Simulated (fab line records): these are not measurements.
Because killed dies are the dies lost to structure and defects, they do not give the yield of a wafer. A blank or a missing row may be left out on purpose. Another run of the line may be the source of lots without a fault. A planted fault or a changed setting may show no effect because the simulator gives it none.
fab line records	flow nand_harc
[record] lots = 12	wafers = 36	last_day = 33
route steps=1302 shown A_BLC@1128 A_M0@1158 END@1302
lots that met no fault: from a run of the same line without faults
start_h: start of the lot's first displayed wafer, in hours after the record's first day	wait_h: hours elapsed since this lot's preceding step	" same as the row above	L1.1+2: a single row standing in for several wafers	- no value, or no start given	* or withheld: withheld	< > ~ a bound
route shown NAME@n: names a module that has steps shown in the file, with the first one's number in the route	usual: mean/standard deviation of fault-free wafers	same: alike in all rows	chamber/n: place in a boat	sites: each site's reading	_std_site: their standard deviation	_edge_site: the outer-site mean with the inner-site mean subtracted	radius_mm: for every site, how far away it sits from the centre of the wafer	mask NAME#n: copy n	behind: the most recent tool/chamber to have shaped the wafer	hold: the reason the lot was held/the length of the hold in hours/how it ended	device: which transistor (n, p or np) failed to switch	end of line: the same wafers' tests at the end of the route	for a step that has no rows: nothing shown but its recipe	killed: not the wafer's yield, but the dies lost to structure and defects at the first sort	map: shows each die of a wafer: x if killed, . if not, _ if none is there
set.NAME: setting as actually run; set.NAME@STEP: the setting as run at that earlier step	model.NAME: the simulator's own value behind a step, which no gauge read
the route's steps for a sample of lots (tables are steps, rows are wafers)
services: from which hour (start_h, from the record's first day; less than 0 if before it) a tool's chamber was out of use, for how many hours, and why
[[steps]]
[step NHARC_A_BLC_DEGAS_30]
[recipe] temp_c = 300	time_s = 60
[usual] heater_power_w = 471/65
[same] time_s = 60
lot.wafer	tool	chamber	start_h	wait_h	heater_power_w
L558.2	pvd_sputter-03	-	520.03	-	509
L558.1	"	-	"	"	466
L558.5	"	-	"	"	457
L557.1	pvd_sputter-02	-	530.78	-	449
L557.4	"	-	"	"	632
L557.6	"	-	"	"	454
L560.3	pvd_sputter-03	-	536.96	-	515
L560.2	"	-	"	"	375
L560.6	"	-	"	"	513
L559.2	pvd_sputter-02	-	537.85	-	463
L559.6	"	-	"	"	647
L559.5	"	-	"	"	456
L562.2	pvd_sputter-03	-	551.76	-	368
L562.1	"	-	"	"	498
L562.6	"	-	"	"	363
L565.3	pvd_sputter-01	-	595.20	-	524
L565.5	"	-	"	"	514
L565.6	"	-	"	"	440
L568.1	pvd_sputter-03	-	633.89	-	360
L568.3	"	-	"	"	498
L568.2	"	-	"	"	453
L571.4	pvd_sputter-01	-	649.70	-	488
L571.3	"	-	"	"	452
L571.6	"	-	"	"	482
L570.1	pvd_sputter-03	-	670.44	-	521
L570.2	"	-	"	"	374
L570.6	"	-	"	"	461
L575.4	pvd_sputter-01	-	713.59	-	441
L575.5	"	-	"	"	513
L575.6	"	-	"	"	425
L578.1	pvd_sputter-03	-	727.82	-	365
L578.2	"	-	"	"	496
L578.5	"	-	"	"	493
L579.3	pvd_sputter-02	-	731.73	-	627
L579.5	"	-	"	"	425
L579.6	"	-	"	"	445
[step NHARC_A_BLC_CVD_24]
[recipe] target_thk_a = 1500	temp_c = 300	pressure_torr = 40	wf6_flow_sccm = 40	h2_flow_sccm = 1600	ar_flow_sccm = 1560	time_s = 434	material = W
[usual] heater_power_outer_w = 239/14	heater_power_w = 448/32	mfc_h2_sccm = 1600/5	throttle_valve_pct = 7.93/0.26
[same] time_s = 434
lot.wafer	tool	chamber	start_h	wait_h	heater_power_outer_w	heater_power_w	mfc_h2_sccm	throttle_valve_pct
L558.2	cvd_w-01	0	-	-	229	420	1597	8.03
L558.1	"	1	"	"	260	502	1603	7.50
L558.5	"	0	"	"	227	425	1605	7.95
L557.1	cvd_w-01	0	-	-	227	419	1608	7.90
L557.4	"	0	"	"	222	416	1602	7.87
L557.6	"	1	"	"	262	507	1599	7.54
L560.2	cvd_w-02	0	-	-	240	451	1597	8.16
L560.3	"	1	"	"	245	434	1606	7.98
L560.6	"	0	"	"	238	434	1596	8.09
L559.2	cvd_w-01	0	-	-	229	423	1597	7.86
L559.6	"	0	"	"	230	423	1599	8.07
L559.5	"	1	"	"	259	499	1603	7.40
L562.1	cvd_w-02	1	-	-	246	432	1597	7.71
L562.2	"	0	"	"	234	448	1594	8.15
L562.6	"	1	"	"	238	431	1610	7.97
L565.3	cvd_w-01	1	-	-	253	495	1605	7.42
L565.6	"	1	"	"	261	493	1594	7.24
L565.5	"	0	"	"	221	420	1602	8.01
L568.2	cvd_w-01	1	-	-	252	498	1605	7.86
L568.1	"	0	"	"	220	424	1601	8.16
L568.3	"	0	"	"	220	421	1599	8.16
L571.3	cvd_w-01	1	-	-	251	508	1594	7.70
L571.4	"	0	"	"	222	420	1598	8.18
L571.6	"	0	"	"	225	425	1607	7.92
L570.2	cvd_w-02	0	-	-	228	430	1608	8.05
L570.1	"	1	"	"	249	436	1598	7.95
L570.6	"	1	"	"	248	429	1600	8.07
L575.4	cvd_w-01	1	-	-	256	501	1591	7.86
L575.5	"	1	"	"	260	485	1593	7.86
L575.6	"	0	"	"	224	424	1599	8.06
L578.2	cvd_w-01	1	-	-	252	490	1604	7.65
L578.1	"	0	"	"	223	417	1591	8.11
L578.5	"	0	"	"	226	417	1595	8.00
L579.3	cvd_w-02	1	-	-	245	427	1598	8.03
L579.6	"	0	"	"	227	426	1602	8.00
L579.5	"	1	"	"	249	437	1599	8.06
[step NHARC_A_M0_PVD_20]
[recipe] target_thk_a = 50	bias_v = 168.6	power_w = 15000	chamber_pressure_pa = 0.12	time_s = 8.06	substrate_temp_c = 50	material = TaN
[usual] throttle_valve_pct = 30.3/1.6
[same] time_s = 8.06
lot.wafer	tool	chamber	start_h	wait_h	throttle_valve_pct
L558.2	pvd_sputter-03	-	-	-	27.9
L558.1	"	-	"	"	30.6
L558.5	"	-	"	"	31.0
L557.4	pvd_sputter-02	-	-	-	28.3
L557.1	"	-	"	"	31.6
L557.6	"	-	"	"	30.8
L560.3	pvd_sputter-02	-	-	-	30.9
L560.2	"	-	"	"	27.8
L560.6	"	-	"	"	27.7
L559.2	pvd_sputter-02	-	-	-	27.8
L559.5	"	-	"	"	31.2
L559.6	"	-	"	"	27.7
L562.2	pvd_sputter-02	-	-	-	31.0
L562.1	"	-	"	"	27.9
L562.6	"	-	"	"	30.7
L565.3	pvd_sputter-03	-	-	-	31.0
L565.5	"	-	"	"	33.0
L565.6	"	-	"	"	29.0
L568.2	pvd_sputter-01	-	-	-	31.0
L568.1	"	-	"	"	29.3
L568.3	"	-	"	"	30.2
L571.4	pvd_sputter-02	-	-	-	29.0
L571.3	"	-	"	"	31.1
L571.6	"	-	"	"	28.8
L570.2	pvd_sputter-01	-	-	-	30.9
L570.1	"	-	"	"	29.5
L570.6	"	-	"	"	30.6
L575.4	pvd_sputter-03	-	-	-	29.9
L575.5	"	-	"	"	33.6
L575.6	"	-	"	"	28.5
L578.2	pvd_sputter-01	-	-	-	31.0
L578.1	"	-	"	"	30.4
L578.5	"	-	"	"	30.9
L579.3	pvd_sputter-02	-	-	-	28.8
L579.6	"	-	"	"	31.2
L579.5	"	-	"	"	28.6
[step NHARC_A_M0_ECD_22]
[recipe] target_thk_a = 4000	bath_temp_c = 25	material = Cu
lot.wafer	tool	chamber	start_h	wait_h
L558.1+2+5	ecd_cu-01	0,1,0	523.77	-
L557.1+4+6	ecd_cu-01	1,1,0	534.68	-
L560.2+3+6	ecd_cu-01	0	540.76	-
L559.2+6+5	ecd_cu-02	0,0,1	541.53	-
L562.1+2+6	ecd_cu-01	0,1,1	555.48	-
L565.3+5+6	ecd_cu-01	0,1,0	599.41	-
L568.1+2+3	ecd_cu-02	0,1,0	637.64	-
L571.4+3+6	ecd_cu-01	0,1,1	653.46	-
L570.2+1+6	ecd_cu-02	1,0,0	674.18	-
L575.4+5+6	ecd_cu-01	1,0,1	717.60	-
L578.1+2+5	ecd_cu-02	0,1,1	731.71	-
L579.3+5+6	ecd_cu-02	0,0,1	736.23	-
[step NHARC_A_M0_CMP_23]
[recipe] t_overpolish_s = 20	target_thk_nm = 113.75
[usual] motor_current_A = 12.3/1.1	time_to_endpoint_s = 28.6/2.8
lot.wafer	tool	chamber	start_h	wait_h	motor_current_A	time_to_endpoint_s
L558.2	cmp-03	1	524.55	-	10.6	29.9
L558.1	"	2	"	"	10.8	30.9
L558.5	"	2	"	"	11.1	29.0
L557.1	cmp-03	3	535.35	-	12.9	27.0
L557.4	"	2	"	"	11.4	27.3
L557.6	"	3	"	"	12.8	27.7
L560.2	cmp-03	1	541.52	-	10.2	28.7
L560.3	"	0	"	"	12.1	23.8
L560.6	"	2	"	"	11.3	27.4
L559.2	cmp-01	1	542.34	-	14.1	34.7
L559.6	"	2	"	"	12.6	31.2
L559.5	"	3	"	"	11.5	27.6
L562.1	cmp-01	1	556.24	-	13.8	33.0
L562.2	"	2	"	"	13.2	31.3
L562.6	"	1	"	"	13.7	32.5
L565.3	cmp-03	0	599.98	-	12.2	26.1
L565.5	"	0	"	"	12.2	23.3
L565.6	"	1	"	"	10.7	30.1
L568.1	cmp-01	3	638.39	-	12.0	12.3
L568.3	"	1	"	"	13.7	32.8
L568.2	"	2	"	"	12.3	33.2
L571.4	cmp-04	1	654.11	-	11.5	28.7
L571.3	"	2	"	"	12.8	26.7
L571.6	"	1	"	"	11.5	27.0
L570.2	cmp-04	3	674.91	-	14.6	28.7
L570.1	"	2	"	"	12.2	13.2
L570.6	"	3	"	"	14.3	12.2
L575.4	cmp-04	3	718.24	-	14.1	26.9
L575.6	"	1	"	"	12.0	29.8
L575.5	"	2	"	"	12.6	30.3
L578.2	cmp-01	0	732.46	-	13.3	28.0
L578.1	"	2	"	"	12.5	30.1
L578.5	"	3	"	"	11.6	26.0
L579.3	cmp-01	3	736.91	-	11.7	25.0
L579.6	"	1	"	"	13.5	32.6
L579.5	"	2	"	"	12.1	27.6
[step NHARC_END_SORT_01]
[recipe] temp_c = 25
[usual] defect_limited_yield = 92.7/2.6	killed_at_array = 45/18	killed_at_other = 0.9/1.3	killed_at_periphery = 3.7/2.2	killed_dies = 50/18	killed_open = 3.2/1.9	killed_short = 2.4/1.6	sort_bin_2_pct = 2.5/1.1	sort_bin_3_pct = 0.6/0.36	sort_bin_4_pct = 4.3/1.5	sort_n_pass = 627/18	sort_rim_yield_pct = 92/4.3	sort_yield_pct = 92.7/2.6
[same] gross_dies = 677	sort_bin_5_pct[%] = 0	sort_bin_6_pct[%] = 0	sort_bin_7_pct[%] = 0	sort_bin_8_pct[%] = 0	sort_rim_n_gross = 106.00
lot.wafer	tool	chamber	start_h	wait_h	defect_limited_yield[%]	killed_at_array	killed_at_other	killed_at_periphery	killed_dies	killed_open	killed_short	sort_bin_2_pct[%]	sort_bin_3_pct[%]	sort_bin_4_pct[%]	sort_n_pass	sort_rim_yield_pct[%]	sort_yield_pct[%]
L558.1	prober-01	0	561.97	2.5	94.4	35	0	3	38	3	7	2.5	0.4	2.7	639	90	94.4
L558.2	prober-01	0	562.78	2.8	93.8	38	0	4	42	1	0	3.1	0.1	3.0	635	96	93.8
L558.5	prober-01	0	565.21	3.7	95.0	31	0	3	34	1	2	2.1	0.1	2.8	643	89	95.0
L557.1	prober-02	0	572.63	2.5	92.2	44	0	9	53	2	4	2.8	0.6	4.4	624	90	92.2
L557.4	prober-02	0	575.06	3.4	89.4	66	2	4	72	3	2	4.1	0.7	5.8	605	95	89.4
L557.6	prober-02	0	576.67	4.0	90.7	57	2	4	63	1	3	2.4	1.0	5.9	614	92	90.7
L559.2	prober-01	0	579.17	2.8	92.6	45	0	5	50	4	3	2.4	0.6	4.4	627	96	92.6
L559.5	prober-01	0	581.58	3.7	93.5	41	0	3	44	2	3	1.9	0.7	3.8	633	98	93.5
L559.6	prober-01	0	582.38	4.0	93.9	38	0	3	41	4	5	2.4	0.4	3.2	636	89	93.9
L560.2	prober-02	0	581.27	2.8	95.7	28	0	1	29	1	2	1.5	0.3	2.5	648	91	95.7
L560.3	prober-02	0	582.08	3.1	92.6	45	1	4	50	5	7	2.5	0.6	4.3	627	96	92.6
L560.6	prober-02	0	584.49	4.0	95.1	31	0	2	33	6	1	1.6	0.1	3.1	644	89	95.1
L562.1	prober-01	0	595.88	2.5	95.4	29	2	0	31	4	1	1.3	0.3	3.0	646	97	95.4
L562.2	prober-01	0	596.69	2.8	95.1	27	3	3	33	9	2	0.9	0	4.0	644	92	95.1
L562.6	prober-01	0	599.92	4.0	96.5	14	8	2	24	2	4	0.7	0.1	2.7	653	93	96.5
L565.3	prober-02	0	641.37	3.1	94.5	31	0	6	37	6	1	1.8	0.3	3.4	640	86	94.5
L565.5	prober-02	0	642.97	3.7	93.2	42	2	2	46	5	3	2.1	0.3	4.4	631	90	93.2
L565.6	prober-02	0	643.78	4.0	89.7	68	0	2	70	1	3	3.8	0.6	5.9	607	98	89.7
L568.1	prober-02	0	676.52	2.5	87.9	75	0	7	82	2	2	3.8	1.0	7.2	595	98	87.9
L568.2	prober-02	0	677.31	2.8	93.5	42	0	2	44	0	2	2.2	0.7	3.5	633	85	93.5
L568.3	prober-02	0	678.10	3.1	89.5	66	0	5	71	1	3	3.4	0.7	6.4	606	91	89.5
L571.3	prober-01	0	694.31	3.1	91.4	54	1	3	58	0	3	2.7	0.7	5.2	619	94	91.4
L571.4	prober-01	0	695.10	3.4	94.8	30	0	5	35	2	0	1.9	0.3	3.0	642	92	94.8
L571.6	prober-01	0	696.68	4.0	89.7	65	0	5	70	2	4	3.2	0.9	6.2	607	94	89.7
L570.1	prober-02	0	711.51	2.5	89.4	67	1	4	72	4	1	4.3	0.7	5.6	605	98	89.4
L570.2	prober-02	0	712.32	2.8	93.4	40	0	5	45	3	2	1.8	0.7	4.1	632	82	93.4
L570.6	prober-02	0	715.57	4.1	91.0	56	0	5	61	2	2	2.8	0.9	5.3	616	92	91.0
L575.4	prober-01	0	772.56	3.4	95.7	25	1	3	29	2	1	1.2	0.3	2.8	648	98	95.7
L575.5	prober-01	0	773.36	3.7	95.6	23	1	6	30	3	3	1.0	0.6	2.8	647	92	95.6
L575.6	prober-01	0	774.16	4.0	94.2	32	3	4	39	4	4	1.9	0.3	3.5	638	98	94.2
L579.3	prober-01	0	779.56	3.1	96.2	22	1	3	26	0	3	1.0	0.6	2.2	651	97	96.2
L579.5	prober-01	0	781.16	3.7	95.6	21	2	7	30	4	1	1.2	0	3.2	647	93	95.6
L579.6	prober-01	0	781.95	4.0	96.8	17	0	5	22	5	1	0.7	0.3	2.2	655	97	96.8
L578.1	prober-02	0	781.68	2.5	96.9	13	1	7	21	4	3	0.6	0.1	2.4	656	94	96.9
L578.2	prober-02	0	782.47	2.8	98.1	10	1	2	13	1	4	0.7	0	1.2	664	97	98.1
L578.5	prober-02	0	784.84	3.7	96.2	20	2	4	26	4	2	1.0	0.1	2.7	651	95	96.2
// killed by level:class
L558.1 A_CHANNEL_HOLE_D2:chamber_film_flake=17 A_WL_FILL:chamber_film_flake=4 A_STAIRCASE:chamber_film_flake=3 A_SOURCE_PLATE:geometric_particle:short=2 A_CHANNEL_FILL_D1:chamber_film_flake=2 P_GATE:geometric_particle:short=1 P_M2:geometric_particle:open=1 A_ONON_D1:geometric_particle:short=1
L558.2 A_CHANNEL_HOLE_D2:chamber_film_flake=29 P_ZERO_WELL:chamber_film_flake=4 A_CHANNEL_HOLE_D1:chamber_film_flake=3 A_WL_FILL:chamber_film_flake=3 A_BLC:geometric_particle:open=1 A_CHANNEL_FILL_D2:chamber_film_flake=1 A_SLIT:chamber_film_flake=1
L558.5 A_CHANNEL_HOLE_D2:chamber_film_flake=13 A_WL_FILL:chamber_film_flake=6 A_CHANNEL_FILL_D1:chamber_film_flake=3 A_CONTACT:chamber_film_flake=3 A_DECK1_JOINT:chamber_film_flake=2 A_CHANNEL_FILL_D2:chamber_film_flake=2 P_STI:geometric_particle:short=1 P_M2:geometric_particle:open=1
L557.1 A_SLIT:chamber_film_flake=20 A_CHANNEL_HOLE_D1:chamber_film_flake=10 P_GATE:chamber_film_flake=8 A_CHANNEL_HOLE_D2:chamber_film_flake=5 P_M1:geometric_particle:short=1 A_CHANNEL_FILL_D1:geometric_particle:open=1 A_ONON_D2:geometric_particle:open=1 A_ONON_D2:geometric_particle:short=1
L557.4 A_CHANNEL_HOLE_D1:chamber_film_flake=28 A_SLIT:chamber_film_flake=22 A_CONTACT:unspecified=3 A_CONTACT:chamber_film_flake=3 A_ONON_D2:geometric_particle:open=2 A_CHANNEL_FILL_D1:chamber_film_flake=2 A_CHANNEL_HOLE_D2:chamber_film_flake=2 THIN_TSV:chamber_film_flake=2
L557.6 A_CHANNEL_HOLE_D1:chamber_film_flake=29 A_SLIT:chamber_film_flake=11 A_CHANNEL_HOLE_D2:chamber_film_flake=6 A_CONTACT:chamber_film_flake=4 A_WL_FILL:geometric_particle:short=2 P_GATE:chamber_film_flake=2 A_CHANNEL_FILL_D1:chamber_film_flake=2 THIN_TSV:chamber_film_flake=2
L559.2 A_SLIT:chamber_film_flake=28 A_CHANNEL_HOLE_D2:chamber_film_flake=6 A_CHANNEL_FILL_D1:geometric_particle:open=2 P_ZERO_WELL:chamber_film_flake=2 P_GATE:chamber_film_flake=2 A_CHANNEL_HOLE_D1:chamber_film_flake=2 A_DECK1_JOINT:chamber_film_flake=2 P_CONTACT:geometric_particle:open=1
L560.2 A_CHANNEL_HOLE_D2:chamber_film_flake=18 A_ONON_D1:geometric_particle:short=2 A_CHANNEL_HOLE_D1:chamber_film_flake=2 A_CHANNEL_FILL_D1:chamber_film_flake=2 A_CONTACT:chamber_film_flake=2 A_SGD_CUT:geometric_particle:open=1 P_ZERO_WELL:chamber_film_flake=1 A_DECK1_JOINT:chamber_film_flake=1
L559.5 A_SLIT:chamber_film_flake=22 A_CHANNEL_HOLE_D2:chamber_film_flake=5 A_WL_FILL:chamber_film_flake=4 A_CONTACT:chamber_film_flake=3 P_GATE:chamber_film_flake=2 A_CHANNEL_HOLE_D1:geometric_particle:short=1 A_CHANNEL_FILL_D1:geometric_particle:short=1 A_CHANNEL_FILL_D1:geometric_particle:open=1
L560.3 A_CHANNEL_HOLE_D2:chamber_film_flake=31 A_CHANNEL_FILL_D2:geometric_particle:short=3 P_ZERO_WELL:chamber_film_flake=3 A_M1:geometric_particle:short=2 P_CONTACT:geometric_particle:open=1 A_ONON_D1:geometric_particle:open=1 A_CHANNEL_HOLE_D1:geometric_particle:open=1 A_DECK1_JOINT:geometric_particle:open=1
L559.6 A_SLIT:chamber_film_flake=18 A_CONTACT:chamber_film_flake=4 A_CHANNEL_HOLE_D2:chamber_film_flake=3 A_ONON_D1:geometric_particle:short=2 A_ONON_D2:geometric_particle:open=2 P_ZERO_WELL:chamber_film_flake=2 A_DECK1_JOINT:chamber_film_flake=2 A_ONON_D1:geometric_particle:open=1
L560.6 A_CHANNEL_HOLE_D2:chamber_film_flake=16 A_CONTACT:chamber_film_flake=4 A_ONON_D2:geometric_particle:open=3 A_CHANNEL_HOLE_D1:chamber_film_flake=3 P_M1:geometric_particle:open=1 A_CHANNEL_FILL_D2:geometric_particle:short=1 A_CONTACT:geometric_particle:open=1 A_M0:geometric_particle:open=1
L562.1 A_CHANNEL_HOLE_D2:chamber_film_flake=14 A_DECK1_JOINT:chamber_film_flake=3 A_STAIRCASE:chamber_film_flake=2 A_CHANNEL_HOLE_D1:chamber_film_flake=2 THIN_TSV:chamber_film_flake=2 A_DECK1_JOINT:geometric_particle:open=1 A_CHANNEL_HOLE_D2:geometric_particle:short=1 A_SGD_CUT:geometric_particle:open=1
L562.2 A_CHANNEL_HOLE_D2:chamber_film_flake=9 A_CHANNEL_HOLE_D1:chamber_film_flake=5 THIN_TSV:chamber_film_flake=3 A_CHANNEL_FILL_D1:geometric_particle:short=2 A_ONON_D2:geometric_particle:open=2 A_M0:geometric_particle:open=2 P_ZERO_WELL:chamber_film_flake=2 A_CONTACT:chamber_film_flake=2
L562.6 THIN_TSV:chamber_film_flake=8 A_CHANNEL_HOLE_D2:chamber_film_flake=7 A_SGD_CUT:chamber_film_flake=2 P_GATE:geometric_particle:open=1 P_CONTACT:geometric_particle:short=1 A_CHANNEL_FILL_D1:geometric_particle:short=1 A_CHANNEL_FILL_D2:geometric_particle:short=1 A_CHANNEL_FILL_D2:geometric_particle:open=1
L565.3 A_CHANNEL_HOLE_D1:chamber_film_flake=16 A_CHANNEL_HOLE_D2:chamber_film_flake=4 A_STAIRCASE:chamber_film_flake=4 A_CONTACT:chamber_film_flake=3 P_CONTACT:geometric_particle:open=2 P_M0:geometric_particle:open=2 A_CHANNEL_FILL_D1:geometric_particle:short=1 A_CONTACT:geometric_particle:open=1
L565.5 A_CHANNEL_HOLE_D1:chamber_film_flake=16 A_CONTACT:chamber_film_flake=10 A_CHANNEL_HOLE_D2:chamber_film_flake=5 A_STAIRCASE:chamber_film_flake=2 THIN_TSV:chamber_film_flake=2 P_CONTACT:geometric_particle:short=1 A_ONON_D1:geometric_particle:open=1 A_DECK1_JOINT:geometric_particle:open=1
L565.6 A_CHANNEL_HOLE_D1:chamber_film_flake=41 A_CHANNEL_HOLE_D2:chamber_film_flake=16 A_CONTACT:chamber_film_flake=4 A_WL_FILL:chamber_film_flake=2 A_CHANNEL_FILL_D1:geometric_particle:short=1 A_DECK1_JOINT:geometric_particle:short=1 A_WL_FILL:geometric_particle:open=1 A_WL_FILL:geometric_particle:short=1
L568.1 A_CHANNEL_HOLE_D1:chamber_film_flake=32 A_SLIT:chamber_film_flake=31 P_GATE:chamber_film_flake=4 P_ZERO_WELL:chamber_film_flake=2 A_CHANNEL_HOLE_D2:chamber_film_flake=2 A_STAIRCASE:chamber_film_flake=2 A_M0:area_ecd=2 P_M0:geometric_particle:open=1
L568.2 A_CHANNEL_HOLE_D1:chamber_film_flake=16 A_SLIT:chamber_film_flake=16 A_CONTACT:chamber_film_flake=3 A_STAIRCASE:chamber_film_flake=2 A_ONON_D1:geometric_particle:short=1 A_SGD_CUT:geometric_particle:short=1 P_GATE:chamber_film_flake=1 P_M0:chamber_film_flake=1
L568.3 A_SLIT:chamber_film_flake=34 A_CHANNEL_HOLE_D1:chamber_film_flake=17 A_CONTACT:chamber_film_flake=5 A_STAIRCASE:chamber_film_flake=4 P_ZERO_WELL:chamber_film_flake=2 P_GATE:chamber_film_flake=2 A_DECK1_JOINT:chamber_film_flake=2 A_CHANNEL_FILL_D1:geometric_particle:short=1
L571.3 A_SLIT:chamber_film_flake=30 A_CHANNEL_HOLE_D1:chamber_film_flake=10 A_WL_FILL:chamber_film_flake=3 P_BONDPAD:chamber_film_flake=2 A_ZERO_WELL:chamber_film_flake=2 A_CHANNEL_HOLE_D2:chamber_film_flake=2 A_STAIRCASE:chamber_film_flake=2 A_CHANNEL_FILL_D2:geometric_particle:short=1
L571.4 A_SLIT:chamber_film_flake=15 A_CHANNEL_HOLE_D1:chamber_film_flake=4 P_BONDPAD:chamber_film_flake=2 A_ZERO_WELL:chamber_film_flake=2 A_CHANNEL_HOLE_D2:chamber_film_flake=2 A_WL_FILL:chamber_film_flake=2 A_BLC:chamber_film_flake=2 P_CONTACT:geometric_particle:open=1
L571.6 A_SLIT:chamber_film_flake=36 A_STAIRCASE:chamber_film_flake=8 A_CHANNEL_HOLE_D1:chamber_film_flake=7 P_BONDPAD:chamber_film_flake=3 A_CONTACT:chamber_film_flake=3 A_WL_FILL:geometric_particle:short=2 A_WL_FILL:chamber_film_flake=2 P_CONTACT:geometric_particle:open=1
L570.1 A_CHANNEL_HOLE_D1:chamber_film_flake=33 A_CHANNEL_HOLE_D2:chamber_film_flake=25 A_CONTACT:chamber_film_flake=4 A_BLC:geometric_particle:open=3 P_ZERO_WELL:chamber_film_flake=2 A_ONON_D1:geometric_particle:open=1 P_CONTACT:chamber_film_flake=1 P_BONDPAD:chamber_film_flake=1
L570.2 A_CHANNEL_HOLE_D1:chamber_film_flake=15 A_CHANNEL_HOLE_D2:chamber_film_flake=12 A_CONTACT:chamber_film_flake=3 P_STI:chamber_film_flake=2 P_BONDPAD:chamber_film_flake=2 A_DECK1_JOINT:chamber_film_flake=2 A_SLIT:chamber_film_flake=2 P_CONTACT:geometric_particle:open=1
L570.6 A_CHANNEL_HOLE_D1:chamber_film_flake=34 A_CHANNEL_HOLE_D2:chamber_film_flake=11 P_BONDPAD:chamber_film_flake=4 A_SLIT:chamber_film_flake=3 A_STAIRCASE:chamber_film_flake=2 A_ONON_D2:geometric_particle:open=1 A_CHANNEL_HOLE_D2:geometric_particle:short=1 A_M1:geometric_particle:open=1
L575.4 A_CHANNEL_HOLE_D1:chamber_film_flake=14 A_CONTACT:chamber_film_flake=4 A_WL_FILL:chamber_film_flake=2 A_ONON_D1:geometric_particle:short=1 A_CHANNEL_HOLE_D1:geometric_particle:open=1 A_WL_FILL:geometric_particle:open=1 P_STI:chamber_film_flake=1 P_GATE:chamber_film_flake=1
L575.5 A_CONTACT:chamber_film_flake=8 A_SLIT:chamber_film_flake=6 P_GATE:chamber_film_flake=2 P_BONDPAD:chamber_film_flake=2 A_CHANNEL_HOLE_D1:chamber_film_flake=2 P_GATE:geometric_particle:short=1 P_M0:geometric_particle:open=1 A_ONON_D1:geometric_particle:short=1
L575.6 A_CHANNEL_HOLE_D1:chamber_film_flake=11 A_SLIT:chamber_film_flake=6 A_CONTACT:chamber_film_flake=5 THIN_TSV:chamber_film_flake=3 A_ONON_D2:geometric_particle:short=2 A_CHANNEL_FILL_D2:geometric_particle:short=2 P_GATE:chamber_film_flake=2 P_GATE:geometric_particle:open=1
L579.3 A_SLIT:chamber_film_flake=9 A_CONTACT:chamber_film_flake=4 A_ONON_D2:geometric_particle:short=2 A_ZERO_WELL:chamber_film_flake=2 A_CHANNEL_HOLE_D2:chamber_film_flake=2 A_STAIRCASE:chamber_film_flake=2 P_M2:geometric_particle:short=1 P_ZERO_WELL:chamber_film_flake=1
L579.5 A_SLIT:chamber_film_flake=6 A_CONTACT:chamber_film_flake=6 A_STAIRCASE:chamber_film_flake=3 P_ZERO_WELL:chamber_film_flake=2 P_STI:chamber_film_flake=2 A_M1:chamber_film_flake=2 THIN_TSV:chamber_film_flake=2 P_CONTACT:geometric_particle:open=1
L578.1 P_M0:geometric_particle:open=3 A_SLIT:chamber_film_flake=3 A_CONTACT:chamber_film_flake=3 A_CHANNEL_FILL_D2:geometric_particle:short=2 A_DECK1_JOINT:chamber_film_flake=2 P_CONTACT:geometric_particle:open=1 P_CONTACT:geometric_particle:short=1 P_ZERO_WELL:chamber_film_flake=1
L579.6 A_SLIT:chamber_film_flake=9 P_ZERO_WELL:chamber_film_flake=2 A_ZERO_WELL:chamber_film_flake=2 P_CONTACT:geometric_particle:short=1 P_CONTACT:geometric_particle:open=1 P_M0:geometric_particle:open=1 A_ONON_D1:geometric_particle:open=1 A_CHANNEL_FILL_D2:geometric_particle:open=1
L578.2 A_SLIT:chamber_film_flake=3 A_WL_FILL:geometric_particle:short=2 A_CHANNEL_FILL_D1:chamber_film_flake=2 P_CONTACT:geometric_particle:short=1 A_CHANNEL_FILL_D2:geometric_particle:open=1 A_CHANNEL_FILL_D2:geometric_particle:short=1 P_ZERO_WELL:chamber_film_flake=1 A_CONTACT:chamber_film_flake=1
L578.5 A_SLIT:chamber_film_flake=5 A_CONTACT:chamber_film_flake=4 P_GATE:chamber_film_flake=2 A_DECK1_JOINT:chamber_film_flake=2 THIN_TSV:chamber_film_flake=2 P_M1:geometric_particle:open=1 A_SOURCE_PLATE:geometric_particle:open=1 A_CHANNEL_HOLE_D1:geometric_particle:open=1
[[services]]
tool	chamber	start_h	hours	kind
ecd_cu-01	-	512.00	8.0	pm
pvd_sputter-03	-	520.73	2.2	repair
pvd_sputter-03	-	526.00	10.0	pm
ecd_cu-01	-	537.05	1.9	repair
cvd_w-01	-	548.00	13.0	pm
pvd_sputter-02	-	558.27	5.3	repair
pvd_sputter-01	-	561.65	1.5	repair
ecd_cu-01	-	569.33	2.6	repair
pvd_sputter-01	-	582.00	10.0	pm
ecd_cu-01	-	594.26	2.3	repair
pvd_sputter-02	-	596.48	1.2	repair
pvd_sputter-01	-	622.57	2.0	repair
pvd_sputter-03	-	637.30	2.8	repair
pvd_sputter-02	-	639.59	10.0	pm
pvd_sputter-03	-	642.05	1.0	repair
ecd_cu-01	-	662.61	2.6	repair
ecd_cu-01	-	681.88	0.4	repair
pvd_sputter-01	-	685.11	3.2	repair
ecd_cu-01	-	688.00	8.0	pm
cvd_w-01	1	692.70	13.9	repair
pvd_sputter-03	-	704.00	10.0	pm
ecd_cu-01	-	709.63	6.2	repair
pvd_sputter-01	-	721.07	3.1	repair
cvd_w-01	-	729.00	13.0	pm
[[key]]
[first_sign] step = NHARC_A_M0_CMP_23	reading = time_to_endpoint_s	direction = down	sigmas = 5.8	usual = *	struck = *
effect none on later readings
met_at NHARC_A_M0_ECD_22
struck_lots L568,L570
struck_wafers L568.1,L570.1,L570.6
not_acting_at NHARC_A_BLC_DEGAS_30,NHARC_A_BLC_CVD_24,NHARC_A_M0_PVD_20
onset_between 541.53 637.64
[fault] kind = process_parameter_drift	tool = ecd_cu-02	chamber = -	onset_h = 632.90	steps = NHARC_A_M0_ECD_22	channel = target_thk_a	offset = *	shape = step	end_h = 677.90	scope = struck_wafers_only	acts_in = *	stated = *
